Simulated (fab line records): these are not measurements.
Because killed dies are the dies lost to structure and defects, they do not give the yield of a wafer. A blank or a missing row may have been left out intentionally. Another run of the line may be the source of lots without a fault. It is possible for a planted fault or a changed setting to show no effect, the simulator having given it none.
Matching of chambers    flow nand_harc    ald_hk-01 running NHARC_A_STAIRCASE_ALD_420: 4 sister chambers
The step deposits SiO2, target thk 20 nm, pulse time 6 s, ald cycles 200. 4 wafers are shown with their chamber, then 7 later ones without.

WAFERS PAIRED WITH THEIR CHAMBERS
wafer   chamber  heater_power_w (W)
L351.3  1        462
L348.5  2        459
L356.1  3        457
L356.2  0        432

WAFERS WITH NO CHAMBER GIVEN
wafer   heater_power_w (W)
L356.3  468
L365.2  470
L365.4  476
L365.5  455
L368.3  454
L368.4  452
L368.6  462

WHICH CHAMBER EACH ONE RAN IN
wafer   from the rows above           in truth
L356.3  can't be placed: 1 or 2 or 3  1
L365.2  can't be placed: 1 or 2 or 3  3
L365.4  can't be placed: 1 or 2 or 3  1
L365.5  can't be placed: 3 or 2 or 1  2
L368.3  can't be placed: 3 or 2 or 1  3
L368.4  can't be placed: 3 or 2 or 1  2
L368.6  can't be placed: 1 or 2 or 3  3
Correctly placed: 0 of 7. Unplaceable from these rows: 7, with the true chamber sitting among the candidates in 7. Placed wrongly: 0.
How it was worked out, from the rows above alone: a wafer's distance from a chamber is the root of the sum, over the readings, of the square of ((its reading less the chamber's mean) divided by the reading's scatter). The wafer belongs to the nearest chamber; if the next one is less than 2 further off, it can't be placed. A chamber's mean is the mean of its shown wafers. The scatter (one wafer shown for each chamber): square how far every hidden wafer sits from the nearest shown wafer, average those squares and take the square root.
